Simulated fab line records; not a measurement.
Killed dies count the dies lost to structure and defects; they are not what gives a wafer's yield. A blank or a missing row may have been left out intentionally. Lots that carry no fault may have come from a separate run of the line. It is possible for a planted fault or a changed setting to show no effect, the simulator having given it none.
Matching of chambers | flow nand_harc | NHARC_P_ZERO_WELL_DESCUM_13 on rie_diel-07: 4 sister chambers
The step chemistry O2, time 3 s. 24 wafers are shown with their chamber, then 12 later ones without.

WAFERS WITH THEIR CHAMBER
wafer  | chamber | drypump_motor_current_A (A) | rf_vpp_V (V) | oes_product_au (a.u.)
L074.1 | 2       | 5.4                         | 59.0         | 0.998
L074.2 | 3       | 6.3                         | 57.1         | 0.994
L074.5 | 2       | 5.4                         | 56.7         | 1.010
L075.1 | 1       | 5.4                         | 56.8         | 1.000
L075.2 | 0       | 5.1                         | 58.4         | 0.986
L075.4 | 3       | 6.3                         | 56.9         | 0.995
L077.1 | 2       | 5.4                         | 57.4         | 1.003
L077.3 | 3       | 6.4                         | 57.1         | 0.992
L077.6 | 3       | 6.3                         | 57.0         | 0.986
L079.1 | 0       | 5.1                         | 58.5         | 0.989
L079.4 | 2       | 5.4                         | 57.8         | 0.998
L079.6 | 0       | 5.1                         | 58.0         | 0.984
L080.1 | 2       | 5.4                         | 59.0         | 1.002
L080.5 | 0       | 5.1                         | 57.6         | 0.988
L080.6 | 3       | 6.3                         | 57.7         | 0.995
L082.2 | 3       | 6.3                         | 56.9         | 0.986
L082.3 | 2       | 5.4                         | 57.4         | 1.000
L082.5 | 2       | 5.4                         | 58.5         | 1.005
L086.1 | 1       | 5.4                         | 56.7         | 1.005
L086.5 | 2       | 5.4                         | 58.6         | 1.011
L086.6 | 3       | 6.3                         | 58.2         | 0.990
L087.1 | 1       | 5.4                         | 56.5         | 0.990
L087.3 | 3       | 6.3                         | 58.7         | 0.993
L087.5 | 1       | 5.3                         | 56.8         | 0.978

SIGNATURES, as means of the wafers listed above
reading                 | chamber 0 | chamber 1 | chamber 2 | chamber 3 | scatter within a chamber
drypump_motor_current_A | 5.100     | 5.375     | 5.400     | 6.312     | 0.0285
rf_vpp_V                | 58.125    | 56.700    | 58.050    | 57.450    | 0.665
oes_product_au          | 0.98675   | 0.99325   | 1.00337   | 0.99138   | 0.00597
Rule: a wafer's distance from a chamber is the root of the sum, over the readings, of the square of ((its reading less the chamber's mean) divided by the reading's scatter). The wafer belongs to the nearest chamber; if the next one is less than 2 further off, it can't be placed. The scatter: take each reading less its chamber's mean, square it, sum over the shown wafers, divide by the number of wafers less the number of chambers, and take the root.

WAFERS MISSING THEIR CHAMBER
wafer  | drypump_motor_current_A (A) | rf_vpp_V (V) | oes_product_au (a.u.)
L088.3 | 5.4                         | 56.8         | 1.006
L088.5 | 6.3                         | 57.0         | 0.997
L088.6 | 5.4                         | 58.0         | 1.009
L089.1 | 6.3                         | 55.9         | 0.989
L089.3 | 5.4                         | 57.0         | 0.995
L089.6 | 6.3                         | 56.6         | 0.994
L091.1 | 6.3                         | 58.5         | 0.988
L091.3 | 5.4                         | 57.5         | 1.017
L091.4 | 5.4                         | 56.0         | 0.996
L097.1 | 6.3                         | 59.2         | 1.000
L097.5 | 5.4                         | 55.9         | 0.992
L097.6 | 5.1                         | 59.3         | 1.000

EACH ONE'S CHAMBER
wafer  | from the rows above     | in truth
L088.3 | can't be placed: 2 or 1 | 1
L088.5 | 3                       | 3
L088.6 | 2                       | 2
L089.1 | 3                       | 3
L089.3 | can't be placed: 1 or 2 | 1
L089.6 | 3                       | 3
L091.1 | 3                       | 3
L091.3 | can't be placed: 2 or 1 | 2
L091.4 | can't be placed: 1 or 2 | 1
L097.1 | 3                       | 3
L097.5 | 1                       | 1
L097.6 | 0                       | 0
Correct placement for 8 of the 12. Unplaceable from these rows: 4, with the true chamber sitting among the candidates in 4. Placed wrongly: 0.
